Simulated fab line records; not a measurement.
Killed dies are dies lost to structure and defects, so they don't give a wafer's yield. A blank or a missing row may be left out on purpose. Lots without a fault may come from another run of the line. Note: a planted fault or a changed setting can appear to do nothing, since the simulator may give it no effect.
Matching of chambers	flow n5_finfet	rie_si-04 running N5_DUMMY_GATE_ETCH_44: 4 sister chambers
The step etches poly-Si in HBr/O2, stops on SiO2, target depth 127.5 nm. 20 wafers are shown with their chamber, then 10 later ones without.

== WAFERS, EACH WITH ITS CHAMBER ==
wafer	chamber	throttle_valve_pct (%)	drypump_motor_current_A (A)	he_backside_leak_sccm (sccm)
L077.1	2	18.46	6.1	3.0
L077.5	1	18.12	6.1	2.4
L077.6	0	18.89	5.8	2.9
L081.1	3	18.50	5.5	2.8
L081.4	2	18.45	6.1	2.9
L081.6	1	18.13	6.1	2.4
L082.1	0	18.89	5.8	3.0
L082.4	3	18.52	5.5	2.6
L082.5	1	18.12	6.1	2.4
L085.1	0	18.89	5.8	3.2
L085.4	1	18.11	6.1	2.5
L085.6	3	18.51	5.5	2.7
L087.3	0	18.90	5.8	3.2
L087.4	3	18.48	5.5	2.8
L087.6	1	18.12	6.1	2.3
L090.1	0	18.89	5.7	3.1
L090.2	1	18.13	6.1	2.5
L090.3	3	18.49	5.5	2.7
L092.1	1	18.12	6.1	2.3
L092.2	3	18.51	5.5	2.9

SIGNATURES (means of the wafers above)
reading	chamber 0	chamber 1	chamber 2	chamber 3	scatter within a chamber
throttle_valve_pct	18.8920	18.1214	18.4550	18.5017	0.00968
drypump_motor_current_A	5.780	6.100	6.100	5.500	0.0224
he_backside_leak_sccm	3.080	2.400	2.950	2.750	0.102
Rule: for a wafer and a chamber, the distance is found by dividing, reading by reading, the gap between the wafer's reading and the chamber's mean by the reading's scatter, squaring, summing and taking the root. If the next closest chamber is less than 2 further off than the closest, the wafer can't be placed; otherwise it belongs to the closest. The scatter is the square root of a quotient: the sum, over the shown wafers, of each reading's squared deviation from its chamber's mean, divided by wafers minus chambers.

== WAFERS WITHOUT THEIR CHAMBER ==
wafer	throttle_valve_pct (%)	drypump_motor_current_A (A)	he_backside_leak_sccm (sccm)
L092.3	18.46	6.1	2.9
L093.3	18.89	5.7	3.2
L093.4	18.46	6.1	2.9
L093.6	18.44	6.0	2.9
L094.1	18.50	5.5	2.7
L094.4	18.12	6.1	2.5
L094.6	18.88	5.8	3.1
L095.2	18.44	6.1	2.9
L095.3	18.12	6.1	2.4
L095.6	18.91	5.8	3.1

== EACH ONE'S CHAMBER ==
wafer	from the rows above	in truth
L092.3	2	2
L093.3	0	0
L093.4	2	2
L093.6	2	2
L094.1	3	3
L094.4	1	1
L094.6	0	0
L095.2	2	2
L095.3	1	1
L095.6	0	0
Correctly placed: 10 of 10. From these rows, 0 cannot be placed. Placed wrongly: 0.
